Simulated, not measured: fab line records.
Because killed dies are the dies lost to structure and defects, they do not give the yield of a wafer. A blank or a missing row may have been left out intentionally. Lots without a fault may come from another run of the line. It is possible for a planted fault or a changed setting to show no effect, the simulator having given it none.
fab line records	flow nandHarc
record: lots: 7	wafers: 21	lastDay: 24
route steps=1159 shown THIN_TSV@1119 END@1158
lots that met no fault: from a run of the same line without faults
startH: hours from the record's first day to the start of the lot's first wafer shown	waitH: time in hours since the lot's previous step	" the same as in the row above	L1.1+2: several wafers, shown together as one row	- value missing, or start not given	* or withheld: withheld	< > ~ a bound
route shown NAME@n: a module of which the file shows steps, and the number in the route of the first	usual: mean/standard deviation of fault-free wafers	same: alike in all rows	chamber/n: place in a boat	sites: readings site by site	_std_site: the standard deviation of these	_edge_site: outer sites' mean less inner sites'	radiusMm: how far each site lies from the wafer's centre	mask NAME#n: copy n	behind: the last tool/chamber to shape the wafer	hold: why the lot was held/for how many hours/how that ended	device: which transistor (n, p or np) failed to switch	end of line: tests run on the same wafers once the route is complete	a step with no rows: only its recipe	killed: not the wafer's yield, but the dies lost to structure and defects at the first sort	map: per-die view of a wafer (x killed, . not killed, _ where there is no die)
set.NAME: the setting as run; set.NAME@STEP: as run at that earlier step	model.NAME: the simulator's own value behind a step, which no gauge read
lots at selected steps of the route; one table per step, one row per wafer
services: a tool's chamber out of use, with start hour (startH, from the record's first day; less than 0 if before it), hours out, and reason
== steps ==
step: NHARC_THIN_TSV_ETCH_44
recipe: targetDepthA: 15942	timeS: 797.1	cf4FlowSccm: 150	o2FlowSccm: 10	arFlowSccm: 0	rfW: 300	biasW: 800	chemistry: CF4/O2
step: NHARC_THIN_TSV_ETCH_15
recipe: targetDepthA: 30000	boschTargetOveretchCycles: 2	boschEtchStepS: 2.8	boschDepStepS: 1.2	boschCycles: 14
step: NHARC_THIN_TSV_CD_MEAS_16
usual: cdNm: 999.9/2.3
lot.wafer	tool	chamber	startH	waitH	cdNm
L885.2	cdSem-03	-	440.54	0.1	1003.0
L885.3	"	-	"	"	1004.2
L885.5	"	-	"	"	1003.0
L890.1	cdSem-03	-	455.93	0.1	1002.5
L890.5	"	-	"	"	1002.5
L890.6	"	-	"	"	1001.6
L897.3	cdSem-03	-	528.07	0.1	1000.8
L897.5	"	-	"	"	998.5
L897.6	"	-	"	"	1000.8
L900.1	cdSem-02	-	535.91	0.1	1000.2
L900.5	"	-	"	"	999.9
L900.6	"	-	"	"	1002.7
L899.1	cdSem-02	-	537.25	0.2	998.9
L899.3	"	-	"	"	999.2
L899.4	"	-	"	"	1001.9
L903.1	cdSem-02	-	539.59	0.1	1002.2
L903.4	"	-	"	"	998.4
L903.6	"	-	"	"	998.8
L901.1	cdSem-02	-	547.01	0.1	996.3
L901.3	"	-	"	"	995.6
L901.4	"	-	"	"	996.9
step: NHARC_THIN_TSV_STRIP_45
recipe: powerW: 1500	tempC: 250	chemistry: O2
step: NHARC_THIN_TSV_STRIP_46
recipe: timeS: 1200	tempC: 72.5	chemistry: postEtchResidueRemover
step: NHARC_THIN_TSV_DEP_47
recipe: targetThkA: 2000	tempC: withheld	pressureTorr: 6.5	rfW: 900	teosFlowSccm: 161.4	flowSccm: 2650	targetThkNm: 200	gas: O2	material: SiO2
usual: rfFwdPowerW: 898/3	throttleValvePct: 16.1/0.41
lot.wafer	tool	chamber	startH	waitH	rfFwdPowerW	throttleValvePct
L885.2	pecvd-02	2	441.42	-	902	16.9
L885.3	"	1	"	"	900	16.1
L885.5	"	0	"	"	896	16.0
L890.1	pecvd-03	2	457.27	-	895	16.1
L890.5	"	1	"	"	895	16.5
L890.6	"	2	"	"	903	16.1
L897.3	pecvd-03	1	529.03	-	902	15.9
L897.6	"	2	"	"	904	16.1
L897.5	"	0	"	"	892	16.4
L900.1	pecvd-02	1	536.78	-	895	15.9
L900.5	"	2	"	"	897	16.0
L900.6	"	0	"	"	899	15.9
L899.1	pecvd-04	2	538.17	-	903	16.7
L899.3	"	0	"	"	897	15.7
L899.4	"	1	"	"	896	15.5
L903.1	pecvd-03	0	540.56	-	896	16.3
L903.6	"	1	"	"	899	16.2
L903.4	"	0	"	"	893	16.3
L901.3	pecvd-03	1	547.89	-	898	16.0
L901.1	"	0	"	"	897	16.3
L901.4	"	1	"	"	897	16.4
step: NHARC_THIN_TSV_ETCHBACK_48
recipe: targetDepthA: 10285	overEtchFrac: 0.3	timeS: 405.17	ionEnergyEv: 250	c4f8FlowSccm: withheld	arFlowSccm: withheld	rfW: 600	biasW: 300	chemistry: C4F8/Ar
step: NHARC_THIN_TSV_STRIP_62
recipe: powerW: 1500	tempC: 250	timeS: 20	chemistry: N2/H2
step: NHARC_THIN_TSV_DEGAS_49
recipe: tempC: 300	timeS: 120
step: NHARC_THIN_TSV_PRE_CLEAN_50
recipe: timeS: 30	tempC: 280	gas: H2/He
step: NHARC_THIN_TSV_PVD_19
recipe: targetThkA: 200	chamberPressurePa: 5	material: TaN
usual: chamberPressurePa: 5.001/0.01	throttleValvePct: 30.3/0.87
lot.wafer	tool	chamber	startH	waitH	chamberPressurePa	throttleValvePct
L885.3	pvdSputter-03	-	-	-	5.002	29.5
L885.2	"	-	"	"	5.006	30.0
L885.5	"	-	"	"	4.999	30.1
L890.1	pvdSputter-02	-	-	-	4.992	30.2
L890.5	"	-	"	"	4.993	30.2
L890.6	"	-	"	"	5.001	30.9
L897.3	pvdSputter-01	-	-	-	5.013	30.8
L897.5	"	-	"	"	4.998	30.5
L897.6	"	-	"	"	5.002	33.0
L900.1	pvdSputter-03	-	-	-	5.014	30.3
L900.6	"	-	"	"	4.981	30.5
L900.5	"	-	"	"	4.995	29.5
L899.1	pvdSputter-01	-	-	-	5.014	33.0
L899.3	"	-	"	"	5.019	30.8
L899.4	"	-	"	"	4.986	29.4
L903.1	pvdSputter-03	-	-	-	4.995	30.6
L903.4	"	-	"	"	4.998	30.9
L903.6	"	-	"	"	5.003	30.4
L901.1	pvdSputter-02	-	-	-	4.998	30.7
L901.3	"	-	"	"	5.009	30.3
L901.4	"	-	"	"	5.012	28.6
step: NHARC_THIN_TSV_PVD_51
recipe: targetThkA: 1000	chamberPressurePa: 5	material: Cu
step: NHARC_THIN_TSV_ECD_20
recipe: targetThkA: 20000	material: Cu
lot.wafer	tool	chamber	startH	waitH
L885.2+3+5	ecdCu-01	0,1,1	442.90	-
L890.1+6+5	ecdCu-01	0,1,0	458.89	-
L897.3+5+6	ecdCu-02	0,0,1	530.53	-
L900.1+5+6	ecdCu-01	1,0,1	538.52	-
L899.1+4+3	ecdCu-01	0,0,1	539.93	-
L903.1+4+6	ecdCu-01	1,0,1	542.63	-
L901.1+3+4	ecdCu-01	0,1,0	549.39	-
step: NHARC_THIN_TSV_ANNEAL_52
recipe: tempC: 225	timeS: 90
usual: wafer_temp_C_max: 226.15/0.28
lot.wafer	tool	chamber	startH	waitH	wafer_temp_C_max
L885.2	rtpAnneal-01	0	443.67	0.7	225.94
L885.3	"	0	"	"	225.83
L885.5	"	0	"	"	226.38
L890.1	rtpAnneal-01	0	459.53	0.5	225.83
L890.5	"	0	"	"	225.97
L890.6	"	0	"	"	225.92
L897.3	rtpAnneal-01	0	531.16	0.5	225.98
L897.5	"	0	"	"	225.65
L897.6	"	0	"	"	226.25
L900.1	rtpAnneal-01	0	539.15	0.5	225.49
L900.5	"	0	"	"	226.45
L900.6	"	0	"	"	225.83
L899.1	rtpAnneal-01	0	540.65	0.6	225.89
L899.3	"	0	"	"	226.00
L899.4	"	0	"	"	226.03
L903.1	rtpAnneal-01	0	543.39	0.7	226.52
L903.4	"	0	"	"	225.74
L903.6	"	0	"	"	225.84
L901.1	rtpAnneal-02	0	550.04	0.6	226.56
L901.3	"	0	"	"	226.20
L901.4	"	0	"	"	226.54
step: NHARC_THIN_TSV_CMP_21
recipe: tOverpolishS: 30	targetThkNm: 2000
step: NHARC_THIN_TSV_SRD_23
step: NHARC_THIN_TSV_DEGAS_53
recipe: tempC: 300	timeS: 60
usual: heaterPowerW: 458/31
lot.wafer	tool	chamber	startH	waitH	heaterPowerW
L885.2	pvdSputter-01	-	444.44	0.1	450
L885.3	"	-	"	"	440
L885.5	"	-	"	"	454
L890.1	pvdSputter-01	-	460.36	0.1	485
L890.5	"	-	"	"	453
L890.6	"	-	"	"	472
L897.3	pvdSputter-03	-	531.87	0.1	506
L897.6	"	-	"	"	487
L897.5	"	-	"	"	483
L900.1	pvdSputter-03	-	539.99	0.1	474
L900.6	"	-	"	"	500
L900.5	"	-	"	"	439
L899.4	pvdSputter-01	-	541.76	0.1	442
L899.1	"	-	"	"	441
L899.3	"	-	"	"	474
L903.4	pvdSputter-03	-	544.21	0.1	491
L903.1	"	-	"	"	493
L903.6	"	-	"	"	472
L901.1	pvdSputter-03	-	550.87	0.1	443
L901.3	"	-	"	"	491
L901.4	"	-	"	"	461
step: NHARC_THIN_TSV_PRE_CLEAN_54
recipe: timeS: 30	tempC: 280	gas: H2/He
step: NHARC_THIN_TSV_PVD_55
recipe: targetThkA: 500	material: TiN
step: NHARC_THIN_TSV_PVD_24
recipe: targetThkA: 8000	powerW: withheld	chamberPressurePa: withheld	substrateTempC: withheld	timeS: withheld	gas: Ar	material: Al
step: NHARC_THIN_TSV_DEHYDRATE_25
recipe: tempC: 150	timeS: 120
step: NHARC_THIN_TSV_HMDS_26
recipe: timeS: 30
step: NHARC_THIN_TSV_COAT_27
recipe: spinRpm: *
step: NHARC_THIN_TSV_SOFTBAKE_28
recipe: tempC: 122	timeS: 95
step: NHARC_THIN_TSV_EBR_29
step: NHARC_THIN_TSV_EXPOSE_30
recipe: na: 0.55	doseMj: 11.47	maskId: PAD
step: NHARC_THIN_TSV_PEB_31
recipe: pebTempC: 118	pebTimeS: 85
step: NHARC_THIN_TSV_DEVELOP_32
recipe: timeS: 70
step: NHARC_THIN_TSV_CD_MEAS_33
recipe: targetCdNm: 5000	landingEnergyEv: 500
usual: cdNm: 5000.6/2.1
lot.wafer	tool	chamber	startH	waitH	cdNm
L885.2	cdSem-01	0	445.59	-	5000.5
L885.3	"	0	"	"	5003.5
L885.5	"	0	"	"	5003.4
L890.1	cdSem-02	0	461.49	-	5000.6
L890.5	"	0	"	"	5000.6
L890.6	"	0	"	"	4998.6
L897.3	cdSem-01	0	533.09	-	5000.1
L897.5	"	0	"	"	4998.2
L897.6	"	0	"	"	4999.0
L900.1	cdSem-03	0	541.10	-	5001.6
L900.5	"	0	"	"	5000.8
L900.6	"	0	"	"	4998.9
L899.1	cdSem-03	0	542.90	-	5003.1
L899.3	"	0	"	"	5002.2
L899.4	"	0	"	"	5000.5
L903.1	cdSem-03	0	545.23	-	5000.2
L903.4	"	0	"	"	4999.2
L903.6	"	0	"	"	5001.1
L901.1	cdSem-03	0	552.00	-	4999.6
L901.3	"	0	"	"	4999.0
L901.4	"	0	"	"	5000.3
step: NHARC_THIN_TSV_HARDBAKE_34
recipe: tempC: 125	timeS: 80
step: NHARC_THIN_TSV_DESCUM_35
recipe: timeS: 3	o2FlowSccm: 200	arFlowSccm: 0	biasPowerW: 0	chemistry: O2
step: NHARC_THIN_TSV_ETCH_59
recipe: targetDepthA: 8800	icpW: 900	biasW: 100	Cl2_flow_sccm: 60	bcl3FlowSccm: 30	timeS: 138.1	chemistry: Cl2/BCl3
step: NHARC_THIN_TSV_ETCH_36
recipe: targetDepthA: 650	overEtchFrac: 0.3	timeS: 18.571	ionEnergyEv: 150	chemistry: Cl2/BCl3
step: NHARC_THIN_TSV_STRIP_56
recipe: powerW: 1500	tempC: 250	chemistry: O2
usual: drypumpMotorCurrentA: 5.56/0.29	heaterPowerW: 346/32
lot.wafer	tool	chamber	startH	waitH	drypumpMotorCurrentA	heaterPowerW	rfHoursCounterH
L885.2	plasmaAsher-01	1	446.27	0.1	5.20	366	55
L885.3	"	0	"	"	5.46	381	-
L885.5	"	0	"	"	5.45	373	-
L890.1	plasmaAsher-01	1	462.21	0.1	5.21	370	0
L890.6	"	0	"	"	5.48	365	-
L890.5	"	1	"	"	5.22	385	-
L897.3	plasmaAsher-01	1	533.82	0.2	5.21	368	-
L897.6	"	1	"	"	5.21	367	-
L897.5	"	0	"	"	5.45	368	-
L900.1	plasmaAsher-01	0	542.13	0.5	5.48	359	27
L900.5	"	0	"	"	5.48	366	-
L900.6	"	1	"	"	5.20	388	-
L899.1	plasmaAsher-01	0	543.68	0.2	5.45	372	29
L899.3	"	1	"	"	5.19	379	-
L899.4	"	0	"	"	5.47	365	-
L903.1	plasmaAsher-01	1	546.18	0.4	5.21	375	31
L903.4	"	1	"	"	5.20	374	-
L903.6	"	1	"	"	5.22	376	-
L901.1	plasmaAsher-02	1	552.64	0.1	5.86	309	2
L901.4	"	1	"	"	5.87	315	-
L901.3	"	0	"	"	5.92	294	-
step: NHARC_THIN_TSV_STRIP_57
recipe: timeS: 1200	tempC: 72.5	chemistry: postEtchResidueRemover
step: NHARC_THIN_TSV_CD_MEAS_37
usual: cdNm: 5000/3
lot.wafer	tool	chamber	startH	waitH	cdNm
L885.2	cdSem-01	-	447.03	-	5004
L885.3	"	-	"	"	5008
L885.5	"	-	"	"	5007
L890.1	cdSem-01	-	462.95	-	5001
L890.5	"	-	"	"	5001
L890.6	"	-	"	"	5001
L897.3	cdSem-01	-	534.53	-	5000
L897.5	"	-	"	"	4998
L897.6	"	-	"	"	5000
L900.1	cdSem-03	-	542.93	-	5002
L900.5	"	-	"	"	5001
L900.6	"	-	"	"	5001
L899.1	cdSem-03	-	544.43	-	5003
L899.3	"	-	"	"	5001
L899.4	"	-	"	"	5002
L903.1	cdSem-02	-	546.93	-	5002
L903.4	"	-	"	"	4996
L903.6	"	-	"	"	4999
L901.1	cdSem-02	-	553.44	-	4996
L901.3	"	-	"	"	4996
L901.4	"	-	"	"	4998
step: NHARC_THIN_TSV_ANNEAL_58
recipe: tempC: 400	timeS: 1800
step: NHARC_THIN_TSV_INSPECT_40
usual: rawDefectCount: 487/79
lot.wafer	tool	chamber	startH	waitH	rawDefectCount
L885.2	defectInspect-02	-	451.48	0.4	461
L885.3	"	-	"	"	541
L885.5	"	-	"	"	494
L890.1	defectInspect-01	-	467.17	0.4	504
L890.5	"	-	"	"	547
L890.6	"	-	"	"	619
L897.3	defectInspect-01	-	538.98	0.4	391
L897.5	"	-	"	"	423
L897.6	"	-	"	"	506
L899.1	defectInspect-02	-	548.60	0.4	460
L899.3	"	-	"	"	552
L899.4	"	-	"	"	475
L900.1	defectInspect-01	-	548.60	0.4	383
L900.5	"	-	"	"	417
L900.6	"	-	"	"	490
L903.1	defectInspect-02	-	548.60	0.4	409
L903.4	"	-	"	"	364
L903.6	"	-	"	"	488
L901.1	defectInspect-02	-	558.68	0.4	603
L901.3	"	-	"	"	524
L901.4	"	-	"	"	662
step: NHARC_END_WLT_00
usual: VT_DECK1_BOTTOM: 0.870/0.0068	VT_DECK1_BOTTOM_INNER: 0.870/0.0069	VT_DECK1_MEDIAN_NEAR_BOTTOM: 0.871/0.0067	VT_DECK1_MEDIAN_NEAR_BOTTOM_INNER: 0.871/0.0063	VT_DECK1_MIDDLE: 0.883/0.0066	VT_DECK1_MIDDLE_INNER: 0.884/0.0065	VT_DECK1_TOP: 0.894/0.006	VT_DECK1_TOP_INNER: 0.895/0.0066
lot.wafer	tool	chamber	startH	waitH	VT_DECK1_BOTTOM	VT_DECK1_BOTTOM_INNER	VT_DECK1_MEDIAN_NEAR_BOTTOM	VT_DECK1_MEDIAN_NEAR_BOTTOM_INNER	VT_DECK1_MIDDLE	VT_DECK1_MIDDLE_INNER	VT_DECK1_TOP	VT_DECK1_TOP_INNER
L885.2	prober-01	-	456.52	5.0	0.867	0.864	0.869	0.870	0.878	0.876	0.894	0.891
L885.3	"	-	"	"	0.865	0.868	0.872	0.879	0.884	0.879	0.889	0.888
L885.5	"	-	458.02	6.5	0.864	0.869	0.872	0.871	0.879	0.876	0.888	0.890
L890.1	prober-02	-	467.23	0.1	0.874	0.865	0.870	0.866	0.873	0.879	0.892	0.889
L890.5	"	-	469.25	2.1	0.857	0.855	0.864	0.856	0.883	0.876	0.882	0.896
L890.6	"	-	"	"	0.874	0.873	0.871	0.873	0.879	0.889	0.897	0.894
L897.3	prober-02	-	540.04	1.1	0.861	0.862	0.870	0.864	0.874	0.869	0.885	0.884
L897.5	"	-	541.04	2.1	0.858	0.861	0.861	0.853	0.871	0.876	0.879	0.876
L897.6	"	-	"	"	0.858	0.864	0.858	0.865	0.872	0.865	0.879	0.875
L903.6	prober-02	-	551.20	2.6	0.876	0.873	0.883	0.872	0.883	0.890	0.904	0.900
L900.1	prober-02	-	556.46	7.9	0.873	0.869	0.874	0.877	0.889	0.882	0.901	0.889
L900.5	"	-	558.44	9.8	0.863	0.878	0.868	0.871	0.880	0.876	0.897	0.892
L900.6	"	-	"	"	0.858	0.873	0.871	0.867	0.885	0.873	0.897	0.904
step: NHARC_END_SORT_01
recipe: tempC: 25
usual: defectLimitedYield: 95.7/1.4	killedAtArray: 25/9.2	killedAtOther: 0.9/1.3	killedAtPeriphery: 3.3/2.3	killedDies: 29/9.6	killedOpen: 3.2/1.8	killedShort: 2/1.4	sort_bin_2_pct: 1.3/0.65	sort_bin_3_pct: 0.25/0.21	sort_bin_4_pct: 2.8/0.9	sortNPass: 648/9.6	sortRimYieldPct: 94/3	sortYieldPct: 95.7/1.4
same: grossDies: 677	sort_bin_5_pct[%]: 0	sort_bin_6_pct[%]: 0	sort_bin_7_pct[%]: 0	sort_bin_8_pct[%]: 0	sortRimNGross: 106.00
lot.wafer	tool	chamber	startH	waitH	defectLimitedYield[%]	killedAtArray	killedAtOther	killedAtPeriphery	killedDies	killedOpen	killedShort	sort_bin_2_pct[%]	sort_bin_3_pct[%]	sort_bin_4_pct[%]	sortNPass	sortRimYieldPct[%]	sortYieldPct[%]
L890.1	prober-02	0	470.26	2.5	94.5	34	0	3	37	5	4	0.9	0.59	4.0	640	89	94.5
L890.5	prober-02	0	473.46	3.7	95.4	29	1	1	31	1	2	0.7	0.59	3.2	646	92	95.4
L890.6	prober-02	0	474.26	4.0	94.1	37	0	3	40	6	3	1.8	0.30	3.8	637	95	94.1
L899.1	prober-01	0	551.66	2.5	0.1	34	636	6	676	2	5	96.3	0.30	3.2	1	0	0.1
L899.3	prober-01	0	553.28	3.1	0.1	46	623	7	676	5	2	95.3	0.15	4.4	1	1	0.1
L899.4	prober-01	0	554.09	3.4	0.1	30	643	3	676	0	0	97.0	0.74	2.1	1	0	0.1
L903.1	prober-02	0	551.70	2.5	0	28	648	1	677	3	1	96.9	0.15	3.0	0	0	0
L903.4	prober-02	0	554.08	3.4	0.1	25	650	1	676	0	1	96.9	0.15	2.8	1	0	0.1
L901.1	prober-02	0	567.25	2.5	0.3	44	628	3	675	2	2	95.0	0.15	4.6	2	2	0.3
L901.3	prober-02	0	568.82	3.1	0.3	35	639	1	675	3	1	95.7	0.59	3.4	2	1	0.3
L901.4	prober-02	0	569.61	3.4	0	35	638	4	677	6	1	95.6	0.44	4.0	0	0	0
killed by level:class
L890.1 A_CHANNEL_HOLE_D1:chamberFilmFlake=11 A_STAIRCASE:chamberFilmFlake=6 A_CONTACT:chamberFilmFlake=6 A_SLIT:chamberFilmFlake=3 P_M0:geometricParticle:open=2 A_M0:chamberFilmFlake=2 P_CONTACT:geometricParticle:short=1 A_ONON_D1:geometricParticle:short=1
L890.5 A_SLIT:chamberFilmFlake=7 A_CHANNEL_HOLE_D1:chamberFilmFlake=6 A_CONTACT:chamberFilmFlake=6 A_STAIRCASE:chamberFilmFlake=5 A_BONDPAD:chamberFilmFlake=2 P_M0:geometricParticle:open=1 A_CHANNEL_FILL_D1:geometricParticle:short=1 A_BLC:geometricParticle:short=1
L890.6 A_CHANNEL_HOLE_D1:chamberFilmFlake=16 A_SLIT:chamberFilmFlake=8 A_STAIRCASE:chamberFilmFlake=4 P_M0:geometricParticle:open=2 A_CONTACT:chamberFilmFlake=2 P_CONTACT:geometricParticle:open=1 A_CHANNEL_FILL_D1:geometricParticle:short=1 A_CHANNEL_FILL_D1:geometricParticle:open=1
L899.1 THIN_TSV:areaEcd=636 A_CHANNEL_HOLE_D1:chamberFilmFlake=16 A_SLIT:chamberFilmFlake=10 A_CONTACT:chamberFilmFlake=3 A_WL_FILL:geometricParticle:short=2 P_ZERO_WELL:chamberFilmFlake=2 P_CONTACT:chamberFilmFlake=2 P_M2:geometricParticle:open=1
L903.1 THIN_TSV:areaEcd=648 A_SLIT:chamberFilmFlake=14 A_WL_FILL:geometricParticle:open=3 A_CHANNEL_HOLE_D1:chamberFilmFlake=3 A_WL_FILL:chamberFilmFlake=3 A_STAIRCASE:chamberFilmFlake=2 A_CONTACT:chamberFilmFlake=2 A_CONTACT:geometricParticle:short=1
L899.3 THIN_TSV:areaEcd=623 A_CHANNEL_HOLE_D1:chamberFilmFlake=23 A_SLIT:chamberFilmFlake=15 A_CONTACT:chamberFilmFlake=4 P_CONTACT:geometricParticle:open=2 P_CONTACT:chamberFilmFlake=2 P_M0:geometricParticle:open=1 A_ONON_D1:geometricParticle:short=1
L903.4 THIN_TSV:areaEcd=650 A_SLIT:chamberFilmFlake=11 A_CHANNEL_HOLE_D1:chamberFilmFlake=6 A_CONTACT:chamberFilmFlake=4 A_STAIRCASE:chamberFilmFlake=3 A_WL_FILL:geometricParticle:short=1 P_GATE:chamberFilmFlake=1
L899.4 THIN_TSV:areaEcd=643 A_CHANNEL_HOLE_D1:chamberFilmFlake=13 A_SLIT:chamberFilmFlake=13 A_CONTACT:chamberFilmFlake=4 P_M1:chamberFilmFlake=2 P_ZERO_WELL:chamberFilmFlake=1
L901.1 THIN_TSV:areaEcd=626 A_CHANNEL_HOLE_D1:chamberFilmFlake=21 A_SLIT:chamberFilmFlake=14 A_CONTACT:chamberFilmFlake=6 P_CONTACT:geometricParticle:short=1 A_CONTACT:geometricParticle:short=1 A_M1:geometricParticle:open=1 STARTING-WAFER:geometricParticle:open=1
L901.3 THIN_TSV:areaEcd=637 A_CHANNEL_HOLE_D1:chamberFilmFlake=14 A_SLIT:chamberFilmFlake=8 A_CONTACT:chamberFilmFlake=7 A_CHANNEL_FILL_D1:chamberFilmFlake=2 THIN_TSV:chamberFilmFlake=2 A_SOURCE_PLATE:geometricParticle:open=1 A_STAIRCASE:geometricParticle:open=1
L901.4 THIN_TSV:areaEcd=636 A_CHANNEL_HOLE_D1:chamberFilmFlake=20 A_SLIT:chamberFilmFlake=7 P_M2:geometricParticle:open=2 A_CONTACT:chamberFilmFlake=2 A_ONON_D1:geometricParticle:short=1 A_ONON_D1:geometricParticle:open=1 A_CONTACT:geometricParticle:open=1
map L899.1 (x killed, . not)
____________x____________
_________xxxxxxx_________
_______xxxxxxxxxxx_______
______xxxxxxxxxxxxx______
_____xxxxxxxxxxxxxxx_____
____xxxxxxxxxxxxxxxxx____
____xxxxxxxxxxxxxxxxx____
___xxxxxxxxxxxxxxxxxxx___
___xxxxxxxxxxx.xxxxxxx___
__xxxxxxxxxxxxxxxxxxxxx__
__xxxxxxxxxxxxxxxxxxxxx__
_xxxxxxxxxxxxxxxxxxxxxxx_
_xxxxxxxxxxxxxxxxxxxxxxx_
_xxxxxxxxxxxxxxxxxxxxxxx_
_xxxxxxxxxxxxxxxxxxxxxxx_
_xxxxxxxxxxxxxxxxxxxxxxx_
xxxxxxxxxxxxxxxxxxxxxxxxx
xxxxxxxxxxxxxxxxxxxxxxxxx
xxxxxxxxxxxxxxxxxxxxxxxxx
xxxxxxxxxxxxxxxxxxxxxxxxx
xxxxxxxxxxxxxxxxxxxxxxxxx
_xxxxxxxxxxxxxxxxxxxxxxx_
_xxxxxxxxxxxxxxxxxxxxxxx_
_xxxxxxxxxxxxxxxxxxxxxxx_
_xxxxxxxxxxxxxxxxxxxxxxx_
_xxxxxxxxxxxxxxxxxxxxxxx_
__xxxxxxxxxxxxxxxxxxxxx__
__xxxxxxxxxxxxxxxxxxxxx__
___xxxxxxxxxxxxxxxxxxx___
___xxxxxxxxxxxxxxxxxxx___
____xxxxxxxxxxxxxxxxx____
____xxxxxxxxxxxxxxxxx____
_____xxxxxxxxxxxxxxx_____
______xxxxxxxxxxxxx______
_______xxxxxxxxxxx_______
_________xxxxxxx_________
____________x____________
map L901.4 (x killed, . not)
____________x____________
_________xxxxxxx_________
_______xxxxxxxxxxx_______
______xxxxxxxxxxxxx______
_____xxxxxxxxxxxxxxx_____
____xxxxxxxxxxxxxxxxx____
____xxxxxxxxxxxxxxxxx____
___xxxxxxxxxxxxxxxxxxx___
___xxxxxxxxxxxxxxxxxxx___
__xxxxxxxxxxxxxxxxxxxxx__
__xxxxxxxxxxxxxxxxxxxxx__
_xxxxxxxxxxxxxxxxxxxxxxx_
_xxxxxxxxxxxxxxxxxxxxxxx_
_xxxxxxxxxxxxxxxxxxxxxxx_
_xxxxxxxxxxxxxxxxxxxxxxx_
_xxxxxxxxxxxxxxxxxxxxxxx_
xxxxxxxxxxxxxxxxxxxxxxxxx
xxxxxxxxxxxxxxxxxxxxxxxxx
xxxxxxxxxxxxxxxxxxxxxxxxx
xxxxxxxxxxxxxxxxxxxxxxxxx
xxxxxxxxxxxxxxxxxxxxxxxxx
_xxxxxxxxxxxxxxxxxxxxxxx_
_xxxxxxxxxxxxxxxxxxxxxxx_
_xxxxxxxxxxxxxxxxxxxxxxx_
_xxxxxxxxxxxxxxxxxxxxxxx_
_xxxxxxxxxxxxxxxxxxxxxxx_
__xxxxxxxxxxxxxxxxxxxxx__
__xxxxxxxxxxxxxxxxxxxxx__
___xxxxxxxxxxxxxxxxxxx___
___xxxxxxxxxxxxxxxxxxx___
____xxxxxxxxxxxxxxxxx____
____xxxxxxxxxxxxxxxxx____
_____xxxxxxxxxxxxxxx_____
______xxxxxxxxxxxxx______
_______xxxxxxxxxxx_______
_________xxxxxxx_________
____________x____________
== services ==
tool	chamber	startH	hours	kind
pvdSputter-01	-	420.15	4.5	repair
pecvd-02	2	447.01	11.5	repair
ecdCu-01	-	448.04	8.0	pm
plasmaAsher-01	-	453.14	9.0	pm
plasmaAsher-01	0	453.14	9.0	ventCycle
plasmaAsher-01	1	453.14	9.0	ventCycle
pvdSputter-03	-	458.00	10.0	pm
plasmaAsher-01	0	462.14	-	clean
plasmaAsher-01	1	462.14	-	clean
plasmaAsher-02	-	465.39	0.8	repair
plasmaAsher-02	-	468.85	7.8	repair
pecvd-03	-	473.29	13.0	pm
pecvd-03	0	473.29	13.0	ventCycle
pecvd-03	1	473.29	13.0	ventCycle
pecvd-03	2	473.29	13.0	ventCycle
plasmaAsher-02	-	476.75	1.5	repair
pecvd-03	0	486.29	-	clean
pecvd-03	1	486.29	-	clean
pecvd-03	2	486.29	-	clean
plasmaAsher-01	-	502.44	7.2	repair
pvdSputter-01	-	515.20	10.0	pm
pecvd-02	-	515.39	13.0	pm
ecdCu-02	-	532.30	8.0	pm
plasmaAsher-02	-	537.03	9.0	pm
== key ==
firstSign: step: NHARC_END_SORT_01	reading: killedAtOther	direction: up	sigmas: 99+	usual: 0.9	struck: 638.1
effect: step: NHARC_END_SORT_01	reading: sort_bin_2_pct	direction: up	sigmas: 99+	usual: 1.3	struck: 96.1
moreKillsBornAt: NHARC_THIN_TSV_ECD_20@ecdCu-01: 5099
metAt NHARC_THIN_TSV_ECD_20
struckWafers L899.1,L899.3,L899.4,L901.1,L901.3,L901.4,L903.1,L903.4
laterRowsLeftOut L899.1,L899.3,L899.4,L901.1,L901.3,L901.4,L903.1,L903.4
onsetBetween 538.52 539.93
fault: kind: processParameterDrift	tool: ecdCu-01	chamber: -	onsetH: 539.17	steps: NHARC_THIN_TSV_ECD_20	channel: targetThkA	offset: *	shape: step	endH: 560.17	scope: struckWafersOnly	actsIn: *	stated: *
laterRowsLeftOut: the simulator's readings of these wafers behind a module that went badly wrong aren't trusted and aren't shown, but for the sort
